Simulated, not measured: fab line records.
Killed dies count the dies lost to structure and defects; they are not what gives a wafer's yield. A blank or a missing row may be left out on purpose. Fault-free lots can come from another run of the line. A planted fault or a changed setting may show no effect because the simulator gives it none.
Which tool is to blame? | flow nand-harc | 24 lots, 72 wafers sampled, at 6 steps of a route of 1159

== WHAT THE GAUGES SHOWED, per wafer ==
The record lacks any reading of a measuring or inspecting step that a usual standard deviation could be used to judge.

== EACH LOT AND THE TOOL THAT RAN IT (in order: tool; ch and the chambers of the sampled wafers; start) ==
lot  | NHARC_A_STAIRCASE_TRIM_235                    | NHARC_A_STAIRCASE_DEP_301       | NHARC_A_STAIRCASE_ETCH_313         | NHARC_A_STAIRCASE_STRIP_316                   | NHARC_A_STAIRCASE_ETCHBACK_416                | NHARC_A_STAIRCASE_DEP_417
L074 | rie-diel-13 ch 1,2,3, day 11 16:40 or earlier | pecvd-02 ch 1,2, day 11 16:40   | rie-diel-10 ch 1,2, day 11 17:46   | rie-diel-10 ch 0,1,3, day 12 03:38 or earlier | rie-diel-13 ch 1,2, day 12 03:38              | pecvd-02 ch 1,2, day 12 03:49
L075 | rie-diel-09 ch 2,3, day 12 00:59 or earlier   | pecvd-01 ch 0,1, day 12 00:59   | rie-diel-09 ch 0,1, day 12 02:04   | rie-diel-09 ch 1,2, day 12 06:46 or earlier   | rie-diel-13 ch 0,1, day 12 06:46 or earlier   | pecvd-02 ch 0,1,2, day 12 06:46
L076 | rie-diel-13 ch 0,2, day 12 07:32 or earlier   | pecvd-02 ch 1,2, day 12 07:32   | rie-diel-09 ch 1,2, day 12 08:25   | rie-diel-09 ch 0,1,3, day 12 12:29 or earlier | rie-diel-10 ch 2,3, day 12 12:29 or earlier   | pecvd-04 ch 0,1, day 12 12:29
L077 | rie-diel-13 ch 0,1, day 12 09:05 or earlier   | pecvd-04 ch 0,1,2, day 12 09:05 | rie-diel-09 ch 1,2, day 12 09:59   | rie-diel-09 ch 0,1,2, day 12 14:01 or earlier | rie-diel-10 ch 0,1,2, day 12 14:01 or earlier | pecvd-02 ch 0,2, day 12 14:01
L078 | rie-diel-10 ch 0,1,2, day 12 09:19 or earlier | pecvd-02 ch 1,2, day 12 09:19   | rie-diel-13 ch 0,1,2, day 12 10:23 | rie-diel-13 ch 0,1,2, day 12 14:45 or earlier | rie-diel-09 ch 0,1,3, day 12 14:45 or earlier | pecvd-02 ch 0,1, day 12 14:45
L079 | rie-diel-10 ch 0,1,3, day 13 12:01 or earlier | pecvd-01 ch 0,2, day 13 12:01   | rie-diel-10 ch 0,1,2, day 13 13:04 | rie-diel-10 ch 1,2,3, day 13 17:07 or earlier | rie-diel-09 ch 0,1,2, day 13 17:07 or earlier | pecvd-01 ch 0,1, day 13 17:07
L080 | rie-diel-09 ch 1,2,3, day 13 19:08 or earlier | pecvd-04 ch 0,2, day 13 19:08   | rie-diel-13 ch 0,3, day 13 20:14   | rie-diel-13 ch 0,1,3, day 14 00:59 or earlier | rie-diel-09 ch 1,2, day 14 00:59 or earlier   | pecvd-01 ch 1,2, day 14 00:59
L081 | rie-diel-10 ch 0,1, day 13 23:15 or earlier   | pecvd-04 ch 0,1,2, day 13 23:15 | rie-diel-09 ch 1,3, day 14 00:20   | rie-diel-09 ch 0,2,3, day 14 04:38 or earlier | rie-diel-09 ch 1,2, day 14 04:38 or earlier   | pecvd-01 ch 0,2, day 14 04:38
L082 | rie-diel-09 ch 0,2,3, day 14 00:40 or earlier | pecvd-01 ch 0,1, day 14 00:40   | rie-diel-10 ch 1,3, day 14 01:55   | rie-diel-10 ch 0,1, day 14 07:49 or earlier   | rie-diel-13 ch 0,1,3, day 14 07:49 or earlier | pecvd-04 ch 0,1, day 14 07:49
L083 | rie-diel-09 ch 1,2,3, day 14 02:30 or earlier | pecvd-02 ch 1,2, day 14 02:30   | rie-diel-13 ch 2,3, day 14 03:40   | rie-diel-13 ch 0,1,3, day 14 07:54 or earlier | rie-diel-10 ch 1,2, day 14 07:54 or earlier   | pecvd-02 ch 0,1,2, day 14 07:54
L084 | rie-diel-09 ch 1,2, day 14 06:37 or earlier   | pecvd-04 ch 0,2, day 14 06:37   | rie-diel-09 ch 1,2,3, day 14 07:38 | rie-diel-09 ch 0,2,3, day 14 11:58 or earlier | rie-diel-09 ch 1,3, day 14 11:58 or earlier   | pecvd-01 ch 0,2, day 14 11:58
L087 | rie-diel-10 ch 2,3, day 14 22:09 or earlier   | pecvd-04 ch 0,1, day 14 22:09   | rie-diel-09 ch 0,3, day 14 23:10   | rie-diel-09 ch 2,3, day 15 03:18 or earlier   | rie-diel-13 ch 2,3, day 15 03:18 or earlier   | pecvd-01 ch 0,1,2, day 15 03:18
L086 | rie-diel-13 ch 0,1,3, day 14 23:38 or earlier | pecvd-01 ch 0,1,2, day 14 23:38 | rie-diel-10 ch 1,2, day 15 00:43   | rie-diel-10 ch 1,2, day 15 04:44 or earlier   | rie-diel-13 ch 0,1, day 15 04:44 or earlier   | pecvd-01 ch 0,1,2, day 15 04:44
L085 | rie-diel-09 ch 1,2, day 15 03:40 or earlier   | pecvd-01 ch 0,1, day 15 03:40   | rie-diel-10 ch 0,2,3, day 15 04:37 | rie-diel-10 ch 0,1,2, day 15 09:22 or earlier | rie-diel-13 ch 0,1, day 15 09:22 or earlier   | pecvd-04 ch 1,2, day 15 09:22
L089 | rie-diel-09 ch 0,2,3, day 15 05:13 or earlier | pecvd-04 ch 0,2, day 15 05:13   | rie-diel-09 ch 0,3, day 15 06:09   | rie-diel-09 ch 0,1,2, day 15 10:24 or earlier | rie-diel-10 ch 0,1,2, day 15 10:24 or earlier | pecvd-01 ch 0,1, day 15 10:24
L088 | rie-diel-10 ch 1,2,3, day 15 08:44 or earlier | pecvd-04 ch 0,1,2, day 15 08:44 | rie-diel-13 ch 0,1,2, day 15 09:47 | rie-diel-13 ch 0,1, day 15 15:22 or earlier   | rie-diel-10 ch 0,2,3, day 15 15:22            | pecvd-04 ch 0,1, day 15 15:33
L090 | rie-diel-10 ch 1,3, day 15 13:10 or earlier   | pecvd-02 ch 0,2, day 15 13:10   | rie-diel-10 ch 0,1, day 15 14:13   | rie-diel-10 ch 1,3, day 15 18:28 or earlier   | rie-diel-13 ch 2,3, day 15 18:28 or earlier   | pecvd-04 ch 0,2, day 15 18:28
L092 | rie-diel-09 ch 0,1,3, day 16 06:28 or earlier | pecvd-04 ch 1,2, day 16 06:28   | rie-diel-13 ch 0,2,3, day 16 07:31 | rie-diel-13 ch 1,2,3, day 16 12:53 or earlier | rie-diel-10 ch 1,2,3, day 16 12:53            | pecvd-02 ch 0,1,2, day 16 13:04
L094 | rie-diel-13 ch 1,2,3, day 16 08:02 or earlier | pecvd-02 ch 0,1,2, day 16 08:02 | rie-diel-10 ch 0,1,3, day 16 09:07 | rie-diel-10 ch 1,2,3, day 16 13:10 or earlier | rie-diel-09 ch 1,2,3, day 16 13:10 or earlier | pecvd-04 ch 0,1,2, day 16 13:10
L093 | rie-diel-09 ch 1,2,3, day 16 12:14 or earlier | pecvd-02 ch 1,2, day 16 12:14   | rie-diel-13 ch 1,2,3, day 16 13:09 | rie-diel-13 ch 0,2,3, day 16 18:23 or earlier | rie-diel-09 ch 0,1,3, day 16 18:23            | pecvd-01 ch 0,2, day 16 18:37
L091 | rie-diel-09 ch 0,2,3, day 16 14:17 or earlier | pecvd-04 ch 0,1, day 16 14:17   | rie-diel-09 ch 0,1,3, day 16 15:15 | rie-diel-09 ch 0,1,2, day 16 20:43 or earlier | rie-diel-10 ch 1,2,3, day 16 20:43 or earlier | pecvd-02 ch 1,2, day 16 20:43
L096 | rie-diel-10 ch 0,1, day 16 22:14 or earlier   | pecvd-02 ch 0,1, day 16 22:14   | rie-diel-10 ch 0,1,2, day 17 02:58 | rie-diel-10 ch 0,2,3, day 17 09:11 or earlier | rie-diel-13 ch 0,2,3, day 17 09:11 or earlier | pecvd-01 ch 0,2, day 17 09:11
L095 | rie-diel-13 ch 0,1,3, day 16 23:56 or earlier | pecvd-01 ch 0,1,2, day 16 23:56 | rie-diel-10 ch 0,1,3, day 17 03:02 | rie-diel-10 ch 0,2,3, day 17 09:22 or earlier | rie-diel-10 ch 0,2,3, day 17 09:22 or earlier | pecvd-02 ch 0,1,2, day 17 09:22
L097 | rie-diel-09 ch 0,3, day 17 18:25 or earlier   | pecvd-04 ch 0,2, day 17 18:25   | rie-diel-13 ch 0,2,3, day 17 19:29 | rie-diel-13 ch 1,3, day 17 23:47 or earlier   | rie-diel-10 ch 0,2, day 17 23:47 or earlier   | pecvd-01 ch 0,2, day 17 23:47
- NHARC_A_STAIRCASE_TRIM_235: chemistry O2, time 211.2 s.
- NHARC_A_STAIRCASE_DEP_301: deposits SiON, target thk 30 nm.
- NHARC_A_STAIRCASE_ETCH_313: etches the open film in CF4/CHF3.
- NHARC_A_STAIRCASE_STRIP_316: strips in O2.
- NHARC_A_STAIRCASE_ETCHBACK_416: etches the open film in C4F8/O2/Ar, target depth 36 nm, time 7.2 s.
- NHARC_A_STAIRCASE_DEP_417: deposits Si3N4, target thk 60 nm.

== WHAT THE TOOLS THEMSELVES READ (means of the sampled wafers that have a number; where no wafer has one, the mark that the record gives instead) ==
NHARC_A_STAIRCASE_TRIM_235. Usual: drypump-motor-current-A 6.0 A, standard deviation 0.48; oes-product-au 0.999 a.u., standard deviation 0.0095; rf-vpp-V 57.7 V, standard deviation 0.92; showerhead-plenum-p-Torr 3.44 Torr, standard deviation 0.1; throttle-valve-pct 17.037 %, standard deviation 0.0081.
lot  | tool        | drypump-motor-current-A (A) | oes-product-au (a.u.) | rf-vpp-V (V) | showerhead-plenum-p-Torr (Torr) | throttle-valve-pct (%) | flag
L074 | rie-diel-13 | 6.2                         | 1.005                 | 57.2         | 3.45                            | 17.035                 |
L075 | rie-diel-09 | 6.5                         | 1.003                 | 57.6         | 3.35                            | 17.042                 |
L076 | rie-diel-13 | 5.8                         | 1.014                 | 56.8         | 3.42                            | 17.040                 |
L077 | rie-diel-13 | 6.3                         | 1.012                 | 57.5         | 3.50                            | 17.043                 |
L078 | rie-diel-10 | 5.4                         | 0.989                 | 58.6         | 3.50                            | 17.025                 |
L079 | rie-diel-10 | 5.7                         | 1.005                 | 58.5         | 3.53                            | 17.041                 |
L080 | rie-diel-09 | 6.4                         | 1.003                 | 56.8         | 3.36                            | 17.038                 |
L081 | rie-diel-10 | 5.6                         | 0.998                 | 58.6         | 3.50                            | 17.040                 |
L082 | rie-diel-09 | 6.3                         | 0.990                 | 56.8         | 3.41                            | 17.036                 |
L083 | rie-diel-09 | 6.4                         | 0.999                 | 56.7         | 3.36                            | 17.032                 |
L084 | rie-diel-09 | 6.4                         | 0.998                 | 56.2         | 3.37                            | 17.033                 |
L087 | rie-diel-10 | 5.6                         | 1.005                 | 58.0         | 3.46                            | 17.037                 |
L086 | rie-diel-13 | 6.2                         | 1.008                 | 57.8         | 3.49                            | 17.033                 |
L085 | rie-diel-09 | 6.4                         | 0.995                 | 57.0         | 3.36                            | 17.029                 |
L089 | rie-diel-09 | 6.3                         | 0.998                 | 58.2         | 3.41                            | 17.035                 |
L088 | rie-diel-10 | 5.4                         | 1.002                 | 57.6         | 3.52                            | 17.041                 |
L090 | rie-diel-10 | 5.5                         | 0.997                 | 58.6         | 3.61                            | 17.044                 |
L092 | rie-diel-09 | 6.1                         | 0.996                 | 57.3         | 3.42                            | 17.046                 |
L094 | rie-diel-13 | 6.2                         | 0.998                 | 58.1         | 3.43                            | 17.029                 |
L093 | rie-diel-09 | 6.4                         | 1.001                 | 56.8         | 3.34                            | 17.037                 |
L091 | rie-diel-09 | 6.2                         | 0.992                 | 57.4         | 3.40                            | 17.036                 |
L096 | rie-diel-10 | 5.6                         | 0.995                 | 58.2         | 3.49                            | 17.036                 |
L095 | rie-diel-13 | 6.2                         | 0.995                 | 57.8         | 3.48                            | 17.043                 |
L097 | rie-diel-09 | 6.3                         | 0.992                 | 57.8         | 3.39                            | 17.035                 |

NHARC_A_STAIRCASE_DEP_301. Usual: heater-power-w at 774 W, with a standard deviation of 91.
lot  | tool     | heater-power-w (W) | flag
L074 | pecvd-02 | 887                |
L075 | pecvd-01 | 798                |
L076 | pecvd-02 | 869                |
L077 | pecvd-04 | 692                |
L078 | pecvd-02 | 909                |
L079 | pecvd-01 | 769                |
L080 | pecvd-04 | 728                |
L081 | pecvd-04 | 724                |
L082 | pecvd-01 | 870                |
L083 | pecvd-02 | 923                |
L084 | pecvd-04 | 749                |
L087 | pecvd-04 | 713                |
L086 | pecvd-01 | 725                |
L085 | pecvd-01 | 842                |
L089 | pecvd-04 | 708                |
L088 | pecvd-04 | 727                |
L090 | pecvd-02 | 811                |
L092 | pecvd-04 | 717                |
L094 | pecvd-02 | 843                |
L093 | pecvd-02 | 850                |
L091 | pecvd-04 | 726                |
L096 | pecvd-02 | 810                |
L095 | pecvd-01 | 772                |
L097 | pecvd-04 | 751                |

NHARC_A_STAIRCASE_ETCH_313. Usual: drypump-motor-current-A 5.9 A, standard deviation 0.48; oes-product-au 0.938 a.u., standard deviation 0.023; rf-vpp-V 369.5 V, standard deviation 1.7; showerhead-plenum-p-Torr 1.54 Torr, standard deviation 0.046; throttle-valve-pct 16.802 %, standard deviation 0.0091.
lot  | tool        | drypump-motor-current-A (A) | oes-product-au (a.u.) | rf-vpp-V (V) | showerhead-plenum-p-Torr (Torr) | throttle-valve-pct (%) | flag
L074 | rie-diel-10 | 5.1                         | 0.930                 | 370.7        | 1.56                            | 16.811                 |
L075 | rie-diel-09 | 6.0                         | 0.982                 | 369.3        | 1.54                            | 16.803                 |
L076 | rie-diel-09 | 6.3                         | 0.928                 | 367.5        | 1.51                            | 16.804                 |
L077 | rie-diel-09 | 6.4                         | 0.962                 | 368.8        | 1.50                            | 16.803                 |
L078 | rie-diel-13 | 6.1                         | 0.977                 | 369.2        | 1.54                            | 16.804                 |
L079 | rie-diel-10 | 5.4                         | 0.964                 | 370.6        | 1.56                            | 16.797                 |
L080 | rie-diel-13 | 5.9                         | 0.925                 | 370.8        | 1.56                            | 16.798                 |
L081 | rie-diel-09 | 6.3                         | 0.931                 | 367.5        | 1.50                            | 16.795                 |
L082 | rie-diel-10 | 5.6                         | 0.922                 | 371.2        | 1.59                            | 16.806                 |
L083 | rie-diel-13 | 6.1                         | 0.924                 | 369.1        | 1.53                            | 16.799                 |
L084 | rie-diel-09 | 6.4                         | 0.924                 | 368.6        | 1.49                            | 16.797                 |
L087 | rie-diel-09 | 6.3                         | 0.921                 | 368.8        | 1.51                            | 16.790                 |
L086 | rie-diel-10 | 5.2                         | 0.924                 | 370.1        | 1.55                            | 16.805                 |
L085 | rie-diel-10 | 5.5                         | 0.923                 | 369.0        | 1.52                            | 16.797                 |
L089 | rie-diel-09 | 6.3                         | 0.915                 | 369.2        | 1.51                            | 16.808                 |
L088 | rie-diel-13 | 6.1                         | 0.966                 | 369.4        | 1.54                            | 16.807                 |
L090 | rie-diel-10 | 5.5                         | 0.962                 | 371.1        | 1.60                            | 16.794                 |
L092 | rie-diel-13 | 5.9                         | 0.960                 | 370.0        | 1.53                            | 16.806                 |
L094 | rie-diel-10 | 5.6                         | 0.969                 | 371.1        | 1.57                            | 16.814                 |
L093 | rie-diel-13 | 6.2                         | 0.917                 | 368.7        | 1.53                            | 16.806                 |
L091 | rie-diel-09 | 6.1                         | 0.924                 | 369.4        | 1.52                            | 16.802                 |
L096 | rie-diel-10 | 5.4                         | 0.911                 | 369.7        | 1.55                            | 16.811                 |
L095 | rie-diel-10 | 5.6                         | 0.917                 | 370.4        | 1.57                            | 16.803                 |
L097 | rie-diel-13 | 5.9                         | 0.924                 | 368.3        | 1.53                            | 16.805                 |

NHARC_A_STAIRCASE_STRIP_316. Usual: drypump-motor-current-A 5.9 A, standard deviation 0.48; oes-product-au 0.999 a.u., standard deviation 0.0093; rf-vpp-V 57.6 V, standard deviation 0.84; showerhead-plenum-p-Torr 3.45 Torr, standard deviation 0.098; throttle-valve-pct 17.035 %, standard deviation 0.0086.
lot  | tool        | drypump-motor-current-A (A) | oes-product-au (a.u.) | rf-vpp-V (V) | showerhead-plenum-p-Torr (Torr) | throttle-valve-pct (%) | flag
L074 | rie-diel-10 | 5.7                         | 0.993                 | 57.7         | 3.53                            | 17.038                 |
L075 | rie-diel-09 | 6.4                         | 0.995                 | 57.3         | 3.37                            | 17.036                 |
L076 | rie-diel-09 | 6.1                         | 1.000                 | 58.0         | 3.43                            | 17.034                 |
L077 | rie-diel-09 | 6.1                         | 1.000                 | 57.5         | 3.44                            | 17.040                 |
L078 | rie-diel-13 | 6.1                         | 1.019                 | 56.5         | 3.46                            | 17.035                 |
L079 | rie-diel-10 | 5.4                         | 0.989                 | 58.1         | 3.53                            | 17.035                 |
L080 | rie-diel-13 | 6.2                         | 1.002                 | 57.8         | 3.49                            | 17.036                 |
L081 | rie-diel-09 | 6.2                         | 0.993                 | 57.1         | 3.41                            | 17.041                 |
L082 | rie-diel-10 | 5.5                         | 0.999                 | 56.7         | 3.58                            | 17.042                 |
L083 | rie-diel-13 | 6.2                         | 0.997                 | 57.7         | 3.49                            | 17.039                 |
L084 | rie-diel-09 | 6.3                         | 0.997                 | 58.1         | 3.41                            | 17.032                 |
L087 | rie-diel-09 | 6.5                         | 0.996                 | 57.9         | 3.34                            | 17.039                 |
L086 | rie-diel-10 | 5.1                         | 1.000                 | 58.1         | 3.49                            | 17.023                 |
L085 | rie-diel-10 | 5.4                         | 1.003                 | 57.6         | 3.49                            | 17.036                 |
L089 | rie-diel-09 | 6.1                         | 1.000                 | 57.4         | 3.43                            | 17.033                 |
L088 | rie-diel-13 | 6.0                         | 0.999                 | 58.0         | 3.50                            | 17.031                 |
L090 | rie-diel-10 | 5.6                         | 1.007                 | 58.3         | 3.61                            | 17.028                 |
L092 | rie-diel-13 | 6.2                         | 0.993                 | 57.6         | 3.42                            | 17.031                 |
L094 | rie-diel-10 | 5.4                         | 1.010                 | 57.0         | 3.52                            | 17.040                 |
L093 | rie-diel-13 | 6.0                         | 1.001                 | 57.4         | 3.43                            | 17.029                 |
L091 | rie-diel-09 | 6.1                         | 1.003                 | 57.2         | 3.42                            | 17.033                 |
L096 | rie-diel-10 | 5.5                         | 0.990                 | 57.6         | 3.42                            | 17.033                 |
L095 | rie-diel-10 | 5.5                         | 0.992                 | 57.3         | 3.42                            | 17.031                 |
L097 | rie-diel-13 | 6.4                         | 0.999                 | 58.6         | 3.45                            | 17.027                 |

NHARC_A_STAIRCASE_ETCHBACK_416. Usual: oes-product-au 0.95 a.u., standard deviation 0.034; rf-vpp-V 720.7 V, standard deviation 3.
lot  | tool        | oes-product-au (a.u.) | rf-vpp-V (V) | flag
L074 | rie-diel-13 | 0.94                  | 719.7        |
L075 | rie-diel-13 | 0.93                  | 723.0        |
L076 | rie-diel-10 | 0.92                  | 720.6        |
L077 | rie-diel-10 | 0.92                  | 721.2        |
L078 | rie-diel-09 | 0.93                  | 720.7        |
L079 | rie-diel-09 | 0.91                  | 720.7        |
L080 | rie-diel-09 | 0.93                  | 719.0        |
L081 | rie-diel-09 | 0.92                  | 718.0        |
L082 | rie-diel-13 | 1.00                  | 722.0        |
L083 | rie-diel-10 | 0.99                  | 721.7        |
L084 | rie-diel-09 | 0.93                  | 719.0        |
L087 | rie-diel-13 | 0.92                  | 719.3        |
L086 | rie-diel-13 | 0.93                  | 722.7        |
L085 | rie-diel-13 | 0.92                  | 721.6        |
L089 | rie-diel-10 | 0.92                  | 722.0        |
L088 | rie-diel-10 | 1.00                  | 720.8        |
L090 | rie-diel-13 | 1.00                  | 718.8        |
L092 | rie-diel-10 | 1.00                  | 723.1        |
L094 | rie-diel-09 | 0.93                  | 717.0        |
L093 | rie-diel-09 | 0.93                  | 720.4        |
L091 | rie-diel-10 | 1.00                  | 721.8        |
L096 | rie-diel-13 | 0.93                  | 719.8        |
L095 | rie-diel-10 | 0.92                  | 719.8        |
L097 | rie-diel-10 | 0.98                  | 718.2        |

NHARC_A_STAIRCASE_DEP_417. Usual: heater-power-w at 740 W, with a standard deviation of 83.
lot  | tool     | heater-power-w (W) | flag
L074 | pecvd-02 | 799                |
L075 | pecvd-02 | 812                |
L076 | pecvd-04 | 649                |
L077 | pecvd-02 | 813                |
L078 | pecvd-02 | 851                |
L079 | pecvd-01 | 747                |
L080 | pecvd-01 | 647                |
L081 | pecvd-01 | 688                |
L082 | pecvd-04 | 616                |
L083 | pecvd-02 | 820                |
L084 | pecvd-01 | 703                |
L087 | pecvd-01 | 737                |
L086 | pecvd-01 | 772                |
L085 | pecvd-04 | 686                |
L089 | pecvd-01 | 818                |
L088 | pecvd-04 | 737                |
L090 | pecvd-04 | 688                |
L092 | pecvd-02 | 769                |
L094 | pecvd-04 | 673                |
L093 | pecvd-01 | 745                |
L091 | pecvd-02 | 755                |
L096 | pecvd-01 | 658                |
L095 | pecvd-02 | 761                |
L097 | pecvd-01 | 702                |

== THE ANSWER, worked out from the rows above alone ==
Rule: a lot counts as off when the mean over its wafers that have a number is more than 3 standard deviations away from the usual mean. A lot without any number at a reading at which 4 lots or more have one is off too. All remaining lots with rows at the step are treated as sound. First the gauges in route order, then the tools' own readings, where a lot's mean is used as printed above. The first step at which some lot is off is used, and at that step the reading that is off furthest; a lot without a number counts as furthest.
Across all readings shown, no lot is off: no conclusion can be drawn from this.

== WHAT THE SIMULATOR HAD PUT IN ==
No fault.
